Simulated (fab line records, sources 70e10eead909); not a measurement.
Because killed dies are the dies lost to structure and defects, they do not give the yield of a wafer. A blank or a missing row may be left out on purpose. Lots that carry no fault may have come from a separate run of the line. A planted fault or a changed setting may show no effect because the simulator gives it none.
Chamber matching :: flow nandHarc :: rieDiel-09 running NHARC_A_STAIRCASE_DESCUM_219: 4 sister chambers
The step chemistry O2, time 3 s. 8 wafers are shown with their chamber, then 8 later ones without.

== WAFERS WITH THEIR CHAMBER ==
wafer: L086.1
chamber: 0
showerheadPlenumPTorr (Torr): 1.93
oesProductAu (a.u.): 0.996

wafer: L086.3
chamber: 3
showerheadPlenumPTorr (Torr): 1.90
oesProductAu (a.u.): 0.995

wafer: L091.1
chamber: 1
showerheadPlenumPTorr (Torr): 1.91
oesProductAu (a.u.): 0.996

wafer: L091.6
chamber: 2
showerheadPlenumPTorr (Torr): 1.80
oesProductAu (a.u.): 1.006

wafer: L092.1
chamber: 2
showerheadPlenumPTorr (Torr): 1.80
oesProductAu (a.u.): 1.001

wafer: L092.2
chamber: 0
showerheadPlenumPTorr (Torr): 1.92
oesProductAu (a.u.): 0.996

wafer: L092.3
chamber: 3
showerheadPlenumPTorr (Torr): 1.90
oesProductAu (a.u.): 0.994

wafer: L095.1
chamber: 1
showerheadPlenumPTorr (Torr): 1.91
oesProductAu (a.u.): 1.007

== WAFERS WITH NO CHAMBER GIVEN ==
wafer: L095.3
showerheadPlenumPTorr (Torr): 1.79
oesProductAu (a.u.): 1.001

wafer: L095.5
showerheadPlenumPTorr (Torr): 1.79
oesProductAu (a.u.): 0.999

wafer: L095.2
showerheadPlenumPTorr (Torr): 1.92
oesProductAu (a.u.): 0.990

wafer: L095.4
showerheadPlenumPTorr (Torr): 1.89
oesProductAu (a.u.): 1.006

wafer: L095.6
showerheadPlenumPTorr (Torr): 1.89
oesProductAu (a.u.): 1.007

wafer: L097.1
showerheadPlenumPTorr (Torr): 1.79
oesProductAu (a.u.): 1.012

wafer: L097.4
showerheadPlenumPTorr (Torr): 1.90
oesProductAu (a.u.): 1.003

wafer: L097.5
showerheadPlenumPTorr (Torr): 1.89
oesProductAu (a.u.): 0.995

== WHICH CHAMBER EACH ONE RAN IN ==
wafer: L095.3
from the rows above: 2
in truth: 2

wafer: L095.5
from the rows above: 2
in truth: 2

wafer: L095.2
from the rows above: can't be placed: 0 or 1
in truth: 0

wafer: L095.4
from the rows above: can't be placed: 3 or 1
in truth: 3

wafer: L095.6
from the rows above: can't be placed: 3 or 1
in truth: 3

wafer: L097.1
from the rows above: 2
in truth: 2

wafer: L097.4
from the rows above: can't be placed: 3 or 1
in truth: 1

wafer: L097.5
from the rows above: 3
in truth: 3
Placed correctly: 4 of 8. Unplaceable from these rows: 4, with the true chamber sitting among the candidates in 4. 0 placed wrongly.
How it was worked out, from the rows above alone: a wafer's distance from a chamber is the root of the sum, over the readings, of the square of ((its reading less the chamber's mean) divided by the reading's scatter). The wafer belongs to the nearest chamber; if the next one is less than 2 further off, it can't be placed. Each chamber's mean is taken over the wafers shown for it. The scatter: the root of (the sum of the squares of (reading less its chamber's mean) over the shown wafers, divided by (wafers less chambers)).
